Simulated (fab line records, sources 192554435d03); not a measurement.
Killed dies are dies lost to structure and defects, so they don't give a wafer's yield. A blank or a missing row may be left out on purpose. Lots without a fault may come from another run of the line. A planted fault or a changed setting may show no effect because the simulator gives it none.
Split-lot experiment | flow n5_finfet | 7 lots, 39 wafers read, on a route of 1938 steps

THE SPLIT
At N5_BEOL_M12_DEP_53 (deposits SiCN from 3MS/NH3, target thk 30 nm, time 10.5 s), the setting target_thk_a was moved away from the recipe's 300 angstrom on 6 of the 39 wafers read, by -20.6% to +17.9%. The other wafers ran this setting at the recipe's value.

The reading is taken at the split's own step.

THE READING
SiCN_of_BEOL_M12_DEP_53.thk_nm (the simulator's own value, which no gauge read), in nm, at N5_BEOL_M12_DEP_53 (deposits SiCN from 3MS/NH3, target thk 30 nm, time 10.5 s). The file gives no usual value for it. The 33 wafers here that ran the recipe average 29.8 nm, standard deviation 0.59 nm.

wafer  | tool, chamber at the split | target_thk_a as run, angstrom | against the recipe | SiCN_of_BEOL_M12_DEP_53.thk_nm, nm | against lot-mates on the recipe
L074.1 | pecvd-04, 2                | 300                           | recipe             | 29.2                               | -
L074.2 | pecvd-04, 0,1              | 300                           | recipe             | 29.6                               | -
L074.6 | pecvd-04, 0,1              | 300                           | recipe             | 29.6                               | -
L074.3 | pecvd-04, 1                | 300                           | recipe             | 29                                 | -
L074.4 | pecvd-04, 0                | 300                           | recipe             | 29.8                               | -
L074.5 | pecvd-04, 2                | 300                           | recipe             | 29.4                               | -
L078.1 | pecvd-04, 0,1              | 300                           | recipe             | 28.8                               | -
L078.3 | pecvd-04, 0,1              | 300                           | recipe             | 28.8                               | -
L078.2 | pecvd-04, 2                | 300                           | recipe             | 29                                 | -
L078.4 | pecvd-04, 0,2              | 300                           | recipe             | 29.6                               | -
L078.6 | pecvd-04, 0,2              | 300                           | recipe             | 29.6                               | -
L078.5 | pecvd-04, 1                | 300                           | recipe             | 29.4                               | -
L081.1 | pecvd-02, 2                | 300                           | recipe             | 29.2                               | -
L081.2 | pecvd-02, 1                | 353.6                         | +17.9%             | 35.2                               | +5.3
L081.3 | pecvd-02, 0                | 353.6                         | +17.9%             | 35.4                               | +5.5
L081.4 | pecvd-02, 1                | 353.6                         | +17.9%             | 35.8                               | +5.9
L081.5 | pecvd-02, 0                | 300                           | recipe             | 30.6                               | -
L081.6 | pecvd-02, 2                | 300                           | recipe             | 30                                 | -
L080.1 | pecvd-01, 2,0,2            | 300                           | recipe             | 30                                 | -
L080.4 | pecvd-01, 2,0,2            | 300                           | recipe             | 30                                 | -
L080.5 | pecvd-01, 2,0,2            | 300                           | recipe             | 30                                 | -
L080.2 | pecvd-01, 0                | 300                           | recipe             | 29.2                               | -
L080.3 | pecvd-01, 1                | 300                           | recipe             | 29.8                               | -
L080.6 | pecvd-01, 1                | 300                           | recipe             | 30.2                               | -
L082.3 | pecvd-02, 2                | 300                           | recipe             | 28.8                               | -
L082.4 | pecvd-02, 1,0              | 300                           | recipe             | 29.8                               | -
L082.5 | pecvd-02, 1,0              | 300                           | recipe             | 29.8                               | -
L083.1 | pecvd-01, 2                | 300                           | recipe             | 30.8                               | -
L083.2 | pecvd-01, 0                | 300                           | recipe             | 29.6                               | -
L083.3 | pecvd-01, 1,0              | 300                           | recipe             | 30                                 | -
L083.5 | pecvd-01, 1,0              | 300                           | recipe             | 30                                 | -
L083.4 | pecvd-01, 2,1              | 300                           | recipe             | 31                                 | -
L083.6 | pecvd-01, 2,1              | 300                           | recipe             | 31                                 | -
L097.1 | pecvd-01, 0                | 238.2                         | -20.6%             | 23.2                               | -7.0
L097.2 | pecvd-01, 2                | 238.2                         | -20.6%             | 24                                 | -6.2
L097.3 | pecvd-01, 1                | 300                           | recipe             | 30                                 | -
L097.4 | pecvd-01, 1                | 300                           | recipe             | 30.4                               | -
L097.5 | pecvd-01, 2                | 238.2                         | -20.6%             | 24.4                               | -5.8
L097.6 | pecvd-01, 0                | 300                           | recipe             | 30.2                               | -
Where a row lists several chambers, the file gives one row for several wafers and doesn't say which wafer went through which chamber.

THE FIT
A straight line over all 39 wafers: SiCN_of_BEOL_M12_DEP_53.thk_nm changes by +0.301 nm for each +1% of target_thk_a; r = +0.97; the points scatter about the line by 0.59 nm.
The same after taking each lot's own level away (the mean of its wafers on the recipe; 39 wafers): +0.308 nm for each +1%; r = +0.99; scatter 0.41 nm.
On that fit, the largest move of target_thk_a shifts the reading by 6.4 nm.
The lots' own levels span 29.20 to 30.40 nm, that is 2.0 times the standard deviation above.
So the lot-to-lot level changes the slope little: the two slopes agree.
Check: with one of the wafers moved furthest among these (-20.6%) left out of the fit, the line predicts -6.18 nm for it against its lot-mates. It came out at -7 nm against them.

THE FILE'S OWN FIT
SiCN_of_BEOL_M12_DEP_53.thk_nm changes by +0.308 nm for each +1% of target_thk_a, r = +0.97.
